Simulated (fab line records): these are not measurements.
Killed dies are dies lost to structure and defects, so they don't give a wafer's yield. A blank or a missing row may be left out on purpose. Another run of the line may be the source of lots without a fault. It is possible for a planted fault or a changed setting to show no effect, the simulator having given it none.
Which of the tools did it? :: flow n5Finfet :: 10 lots with 30 wafers sampled at 5 steps, on a route of 1938 steps

== WHAT THE GAUGES READ, wafer by wafer ==
N5_BEOL_M3_THK_MEAS_01. Usual: M3_ILD_THK gives 78.9 nm (standard deviation 1.2).
lot: L390
measured: day 7 01:16
on: filmMetro-01
M3_ILD_THK (nm): 77.6 79.3 78.8
flag: 

lot: L393
measured: day 7 23:19
on: filmMetro-01
M3_ILD_THK (nm): 77.8 78.2 79.4
flag: 

lot: L395
measured: day 8 16:38
on: filmMetro-02
M3_ILD_THK (nm): 78.7 79.7 81.0
flag: 

lot: L396
measured: day 8 18:28
on: filmMetro-02
M3_ILD_THK (nm): 76.6 75.5 78.4
flag: 

lot: L397
measured: day 9 20:04
on: filmMetro-01
M3_ILD_THK (nm): 77.0 80.3 78.1
flag: 

lot: L400
measured: day 10 12:45
on: filmMetro-02
M3_ILD_THK (nm): 79.2 77.8 78.3
flag: 

lot: L401
measured: day 10 12:58
on: filmMetro-01
M3_ILD_THK (nm): 76.7 78.4 79.0
flag: 

lot: L403
measured: day 10 19:08
on: filmMetro-02
M3_ILD_THK (nm): 78.3 79.1 78.5
flag: 

lot: L411
measured: day 12 21:43
on: filmMetro-02
M3_ILD_THK (nm): 79.1 77.8 79.0
flag: 

lot: L412
measured: day 13 03:04
on: filmMetro-01
M3_ILD_THK (nm): 79.6 79.6 79.7
flag: 

N5_BEOL_M3_CD_MEAS_18: pitch 36 nm, target cd 18 nm. Usual: 17.9 nm for cdNm, sd 0.38.
lot: L390
measured: day 7 03:05
on: cdSem-03
cdNm (nm): 17.9 17.6 17.7
flag: 

lot: L393
measured: day 8 02:05
on: cdSem-01
cdNm (nm): 18.1 17.3 17.7
flag: 

lot: L395
measured: day 8 21:03
on: cdSem-01
cdNm (nm): 17.5 18.2 18.1
flag: 

lot: L396
measured: day 8 21:17
on: cdSem-01
cdNm (nm): 18.1 17.6 17.7
flag: 

lot: L397
measured: day 9 22:06
on: cdSem-02
cdNm (nm): 18.2 17.9 18.4
flag: 

lot: L400
measured: day 10 16:25
on: cdSem-02
cdNm (nm): 17.8 18.1 17.6
flag: 

lot: L401
measured: day 10 16:28
on: cdSem-03
cdNm (nm): 17.6 17.8 18.0
flag: 

lot: L403
measured: day 10 21:05
on: cdSem-02
cdNm (nm): 18.4 17.9 18.0
flag: 

lot: L411
measured: day 13 00:06
on: cdSem-01
cdNm (nm): 18.4 17.6 18.2
flag: 

lot: L412
measured: day 13 04:23
on: cdSem-03
cdNm (nm): 18.3 17.5 18.0
flag: 

N5_BEOL_M4_RC_MEAS_101. Usual: DIBL_N 37.5 mV/V, standard deviation 2.5; DIBL_P 38 mV/V, standard deviation 3.1; IOFF_N 0.19 nA/um, standard deviation 0.059; IOFF_P 0.24 nA/um, standard deviation 0.061; ION_N 679 uA/um, standard deviation 16; ION_P 465 uA/um, standard deviation 9.8; SS_N 72.0 mV/dec, standard deviation 0.8; SS_P 73.7 mV/dec, standard deviation 0.86; VT_N 248 mV, standard deviation 4.5; VT_P -249 mV, standard deviation 3.5.
lot: L390
measured: day 8 02:04
on: prober-02
DIBL_N (mV/V): 37.3 37.3 37.4
DIBL_P (mV/V): 38 40 38
IOFF_N (nA/um): 0.18 0.19 0.18
IOFF_P (nA/um): 0.23 0.27 0.22
ION_N (uA/um): 677 675 676
ION_P (uA/um): 459 465 460
SS_N (mV/dec): 72.0 72.5 72.6
SS_P (mV/dec): 73.5 74.2 73.8
VT_N (mV): 250 248 255
VT_P (mV): -250 -248 -252
flag: 

lot: L393
measured: day 8 20:35
on: prober-02
DIBL_N (mV/V): 37.5 41.0 37.7
DIBL_P (mV/V): 38 43 38
IOFF_N (nA/um): 0.19 0.31 0.18
IOFF_P (nA/um): 0.24 0.37 0.25
ION_N (uA/um): 679 711 683
ION_P (uA/um): 463 480 469
SS_N (mV/dec): 71.3 72.8 72.1
SS_P (mV/dec): 73.4 75.0 73.4
VT_N (mV): 249 238 248
VT_P (mV): -248 -242 -247
flag: 

lot: L395
measured: day 9 23:35
on: prober-01
DIBL_N (mV/V): 33.7 37.1 41.1
DIBL_P (mV/V): 34 39 44
IOFF_N (nA/um): 0.12 0.18 0.31
IOFF_P (nA/um): 0.17 0.23 0.34
ION_N (uA/um): 662 677 705
ION_P (uA/um): 453 464 477
SS_N (mV/dec): 71.2 71.8 73.1
SS_P (mV/dec): 72.9 73.8 75.8
VT_N (mV): 255 249 244
VT_P (mV): -252 -246 -245
flag: 

lot: L396
measured: day 10 05:40
on: prober-02
DIBL_N (mV/V): 35.9 37.2 33.6
DIBL_P (mV/V): 37 37 34
IOFF_N (nA/um): 0.16 0.19 0.11
IOFF_P (nA/um): 0.20 0.20 0.17
ION_N (uA/um): 667 680 659
ION_P (uA/um): 459 461 451
SS_N (mV/dec): 72.3 72.0 70.9
SS_P (mV/dec): 73.8 73.0 73.0
VT_N (mV): 251 249 255
VT_P (mV): -252 -251 -254
flag: 

lot: L397
measured: day 10 21:11
on: prober-01
DIBL_N (mV/V): 34.4 38.7 37.1
DIBL_P (mV/V): 35 39 37
IOFF_N (nA/um): 0.10 0.18 0.14
IOFF_P (nA/um): 0.16 0.24 0.20
ION_N (uA/um): 657 673 651
ION_P (uA/um): 453 467 452
SS_N (mV/dec): 70.8 71.8 71.5
SS_P (mV/dec): 73.2 74.1 73.1
VT_N (mV): 260 247 252
VT_P (mV): -253 -249 -251
flag: 

lot: L400
measured: day 11 12:04
on: prober-02
DIBL_N (mV/V): 39.0 36.6 42.2
DIBL_P (mV/V): 40 38 45
IOFF_N (nA/um): 0.23 0.17 0.37
IOFF_P (nA/um): 0.28 0.24 0.43
ION_N (uA/um): 694 672 714
ION_P (uA/um): 469 463 484
SS_N (mV/dec): 71.8 71.9 72.8
SS_P (mV/dec): 73.5 73.4 74.8
VT_N (mV): 244 249 238
VT_P (mV): -247 -248 -242
flag: 

lot: L401
measured: day 11 13:14
on: prober-02
DIBL_N (mV/V): 35.6 34.5 37.2
DIBL_P (mV/V): 35 34 38
IOFF_N (nA/um): 0.15 0.14 0.18
IOFF_P (nA/um): 0.17 0.17 0.22
ION_N (uA/um): 660 672 678
ION_P (uA/um): 448 453 450
SS_N (mV/dec): 71.4 71.0 71.9
SS_P (mV/dec): 73.2 72.5 73.9
VT_N (mV): 250 248 246
VT_P (mV): -255 -255 -250
flag: 

lot: L403
measured: day 11 19:13
on: prober-02
DIBL_N (mV/V): 35.8 36.5 38.3
DIBL_P (mV/V): 36 37 38
IOFF_N (nA/um): 0.13 0.14 0.19
IOFF_P (nA/um): 0.21 0.21 0.27
ION_N (uA/um): 659 658 682
ION_P (uA/um): 465 455 471
SS_N (mV/dec): 71.9 71.5 72.0
SS_P (mV/dec): 73.3 73.3 74.3
VT_N (mV): 256 252 248
VT_P (mV): -249 -250 -248
flag: 

lot: L411
measured: day 14 00:07
on: prober-02
DIBL_N (mV/V): 37.5 34.7 37.5
DIBL_P (mV/V): 39 35 40
IOFF_N (nA/um): 0.18 0.13 0.19
IOFF_P (nA/um): 0.22 0.17 0.26
ION_N (uA/um): 679 673 677
ION_P (uA/um): 466 459 463
SS_N (mV/dec): 72.5 71.5 72.1
SS_P (mV/dec): 73.7 73.4 74.5
VT_N (mV): 251 254 248
VT_P (mV): -252 -252 -249
flag: 

lot: L412
measured: day 14 05:08
on: prober-02
DIBL_N (mV/V): 36.5 36.5 36.0
DIBL_P (mV/V): 37 39 37
IOFF_N (nA/um): 0.18 0.19 0.15
IOFF_P (nA/um): 0.22 0.27 0.20
ION_N (uA/um): 681 690 677
ION_P (uA/um): 462 476 461
SS_N (mV/dec): 72.6 72.7 72.3
SS_P (mV/dec): 73.0 74.0 73.7
VT_N (mV): 250 247 253
VT_P (mV): -249 -247 -253
flag: 

== EACH LOT AND THE TOOL THAT RAN IT (in order: tool; ch and the chambers of the sampled wafers; start) ==
lot: L390
N5_BEOL_M3_ETCH_64: rieDiel-04 ch 1,2, day 7 02:44
N5_BEOL_M3_STRIP_66: rieDiel-04 ch 1,2, day 7 02:52

lot: L393
N5_BEOL_M3_ETCH_64: rieDiel-02 ch 2,3, day 8 01:44
N5_BEOL_M3_STRIP_66: rieDiel-02 ch 2,3, day 8 01:52

lot: L395
N5_BEOL_M3_ETCH_64: rieDiel-06 ch 0,1,2, day 8 20:38
N5_BEOL_M3_STRIP_66: rieDiel-06 ch 0,1,2, day 8 20:46

lot: L396
N5_BEOL_M3_ETCH_64: rieDiel-06 ch 0,1,2, day 8 20:52
N5_BEOL_M3_STRIP_66: rieDiel-06 ch 0,1,2, day 8 20:59

lot: L397
N5_BEOL_M3_ETCH_64: rieDiel-06 ch 0,1,3, day 9 21:45
N5_BEOL_M3_STRIP_66: rieDiel-06 ch 0,1,3, day 9 21:53

lot: L400
N5_BEOL_M3_ETCH_64: rieDiel-02 ch 2,3, day 10 15:56
N5_BEOL_M3_STRIP_66: rieDiel-02 ch 2,3, day 10 16:04

lot: L401
N5_BEOL_M3_ETCH_64: rieDiel-04 ch 1,2, day 10 16:01
N5_BEOL_M3_STRIP_66: rieDiel-04 ch 1,2, day 10 16:09

lot: L403
N5_BEOL_M3_ETCH_64: rieDiel-04 ch 1,3, day 10 20:38
N5_BEOL_M3_STRIP_66: rieDiel-04 ch 1,3, day 10 20:46

lot: L411
N5_BEOL_M3_ETCH_64: rieDiel-04 ch 0,1,3, day 12 23:43
N5_BEOL_M3_STRIP_66: rieDiel-04 ch 0,1,3, day 12 23:51

lot: L412
N5_BEOL_M3_ETCH_64: rieDiel-06 ch 2,3, day 13 04:02
N5_BEOL_M3_STRIP_66: rieDiel-06 ch 2,3, day 13 04:10
- N5_BEOL_M3_ETCH_64: etches SOC in N2/H2, target depth 75 nm, overetch 15 nm, time 112.5 s.
- N5_BEOL_M3_STRIP_66: strips in CF4.

== AS READ BY THE TOOLS THEMSELVES (means over the sampled wafers that have a number; for cases with no such wafer, the mark the record gives instead) ==
N5_BEOL_M3_ETCH_64. Usual: drypumpMotorCurrentA 5.5 A, standard deviation 0.37; oesProductAu 0.63 a.u., standard deviation 0.068; rfVppV 524.0 V, standard deviation 2.5; showerheadPlenumPTorr 2.55 Torr, standard deviation 0.095; throttleValvePct 17.89 %, standard deviation 0.24.
lot: L390
tool: rieDiel-04
drypumpMotorCurrentA (A): 5.2
oesProductAu (a.u.): 0.56
rfVppV (V): 522.2
showerheadPlenumPTorr (Torr): 2.48
throttleValvePct (%): 17.92
flag: 

lot: L393
tool: rieDiel-02
drypumpMotorCurrentA (A): 5.8
oesProductAu (a.u.): 0.74
rfVppV (V): 524.1
showerheadPlenumPTorr (Torr): 2.56
throttleValvePct (%): 17.65
flag: 

lot: L395
tool: rieDiel-06
drypumpMotorCurrentA (A): 5.7
oesProductAu (a.u.): 0.62
rfVppV (V): 523.8
showerheadPlenumPTorr (Torr): 2.56
throttleValvePct (%): 17.97
flag: 

lot: L396
tool: rieDiel-06
drypumpMotorCurrentA (A): 5.7
oesProductAu (a.u.): 0.62
rfVppV (V): 523.7
showerheadPlenumPTorr (Torr): 2.56
throttleValvePct (%): 17.98
flag: 

lot: L397
tool: rieDiel-06
drypumpMotorCurrentA (A): 5.4
oesProductAu (a.u.): 0.63
rfVppV (V): 526.4
showerheadPlenumPTorr (Torr): 2.62
throttleValvePct (%): 17.91
flag: 

lot: L400
tool: rieDiel-02
drypumpMotorCurrentA (A): 5.8
oesProductAu (a.u.): 0.71
rfVppV (V): 525.7
showerheadPlenumPTorr (Torr): 2.55
throttleValvePct (%): 17.67
flag: 

lot: L401
tool: rieDiel-04
drypumpMotorCurrentA (A): 5.2
oesProductAu (a.u.): 0.55
rfVppV (V): 522.2
showerheadPlenumPTorr (Torr): 2.47
throttleValvePct (%): 17.96
flag: 

lot: L403
tool: rieDiel-04
drypumpMotorCurrentA (A): 5.1
oesProductAu (a.u.): 0.55
rfVppV (V): 523.5
showerheadPlenumPTorr (Torr): 2.54
throttleValvePct (%): 18.05
flag: 

lot: L411
tool: rieDiel-04
drypumpMotorCurrentA (A): 5.3
oesProductAu (a.u.): 0.65
rfVppV (V): 522.6
showerheadPlenumPTorr (Torr): 2.53
throttleValvePct (%): 17.80
flag: 

lot: L412
tool: rieDiel-06
drypumpMotorCurrentA (A): 5.8
oesProductAu (a.u.): 0.61
rfVppV (V): 525.3
showerheadPlenumPTorr (Torr): 2.60
throttleValvePct (%): 17.88
flag: 

N5_BEOL_M3_STRIP_66. Usual: value, then standard deviation, for each; biasPowerW 74.99 W / 0.23; cf4FlowSccm 150.0 sccm / 0.5; drypumpMotorCurrentA 5.5 A / 0.37; oesProductAu 0.78 a.u. / 0.084; rfVppV 271.2 V / 1.4; showerheadPlenumPTorr 1.80 Torr / 0.055; throttleValvePct 13.63 % / 0.24.
lot: L390
tool: rieDiel-04
biasPowerW (W): 75.00
cf4FlowSccm (sccm): 150.1
drypumpMotorCurrentA (A): 5.2
oesProductAu (a.u.): 0.71
rfVppV (V): 270.5
showerheadPlenumPTorr (Torr): 1.76
throttleValvePct (%): 13.75
flag: 

lot: L393
tool: rieDiel-02
biasPowerW (W): 75.24
cf4FlowSccm (sccm): 150.4
drypumpMotorCurrentA (A): 5.8
oesProductAu (a.u.): 0.92
rfVppV (V): 271.7
showerheadPlenumPTorr (Torr): 1.80
throttleValvePct (%): 13.28
flag: 

lot: L395
tool: rieDiel-06
biasPowerW (W): 75.02
cf4FlowSccm (sccm): 149.9
drypumpMotorCurrentA (A): 5.7
oesProductAu (a.u.): 0.77
rfVppV (V): 272.0
showerheadPlenumPTorr (Torr): 1.81
throttleValvePct (%): 13.65
flag: 

lot: L396
tool: rieDiel-06
biasPowerW (W): 75.18
cf4FlowSccm (sccm): 150.2
drypumpMotorCurrentA (A): 5.7
oesProductAu (a.u.): 0.77
rfVppV (V): 271.0
showerheadPlenumPTorr (Torr): 1.81
throttleValvePct (%): 13.66
flag: 

lot: L397
tool: rieDiel-06
biasPowerW (W): 74.87
cf4FlowSccm (sccm): 150.0
drypumpMotorCurrentA (A): 5.4
oesProductAu (a.u.): 0.79
rfVppV (V): 271.1
showerheadPlenumPTorr (Torr): 1.83
throttleValvePct (%): 13.53
flag: 

lot: L400
tool: rieDiel-02
biasPowerW (W): -
cf4FlowSccm (sccm): -
drypumpMotorCurrentA (A): -
oesProductAu (a.u.): -
rfVppV (V): -
showerheadPlenumPTorr (Torr): -
throttleValvePct (%): -
flag: OFF

lot: L401
tool: rieDiel-04
biasPowerW (W): -
cf4FlowSccm (sccm): -
drypumpMotorCurrentA (A): -
oesProductAu (a.u.): -
rfVppV (V): -
showerheadPlenumPTorr (Torr): -
throttleValvePct (%): -
flag: OFF

lot: L403
tool: rieDiel-04
biasPowerW (W): 74.92
cf4FlowSccm (sccm): 150.5
drypumpMotorCurrentA (A): 5.1
oesProductAu (a.u.): 0.68
rfVppV (V): 270.7
showerheadPlenumPTorr (Torr): 1.79
throttleValvePct (%): 13.87
flag: 

lot: L411
tool: rieDiel-04
biasPowerW (W): 75.07
cf4FlowSccm (sccm): 150.0
drypumpMotorCurrentA (A): 5.4
oesProductAu (a.u.): 0.82
rfVppV (V): 271.2
showerheadPlenumPTorr (Torr): 1.79
throttleValvePct (%): 13.56
flag: 

lot: L412
tool: rieDiel-06
biasPowerW (W): 74.74
cf4FlowSccm (sccm): 149.6
drypumpMotorCurrentA (A): 5.8
oesProductAu (a.u.): 0.77
rfVppV (V): 271.9
showerheadPlenumPTorr (Torr): 1.83
throttleValvePct (%): 13.59
flag: 

== THE ANSWER, worked out from the rows above alone ==
Rule: take the mean of a lot's wafers that have a number; if it is more than 3 standard deviations from the usual mean, the lot is off. Also off: a lot with no number at a reading for which 4 or more lots have one. The other lots that the step has rows for count as sound. After the gauges, taken in route order, come the tools' own readings; for these a lot's mean is taken, as printed above. At the first step where some lot is off, the reading lying furthest off is the one used; lots without a number count as furthest.
Off, at N5_BEOL_M3_STRIP_66 on biasPowerW: L400, L401. Without a number there: L400, L401.
A tool fits if, at that step or a process step before it, it ran every lot that is off, and no sound lot after the first of them. No candidate that was tried fits.

== WHAT HAD BEEN PUT IN BY THE SIMULATOR ==
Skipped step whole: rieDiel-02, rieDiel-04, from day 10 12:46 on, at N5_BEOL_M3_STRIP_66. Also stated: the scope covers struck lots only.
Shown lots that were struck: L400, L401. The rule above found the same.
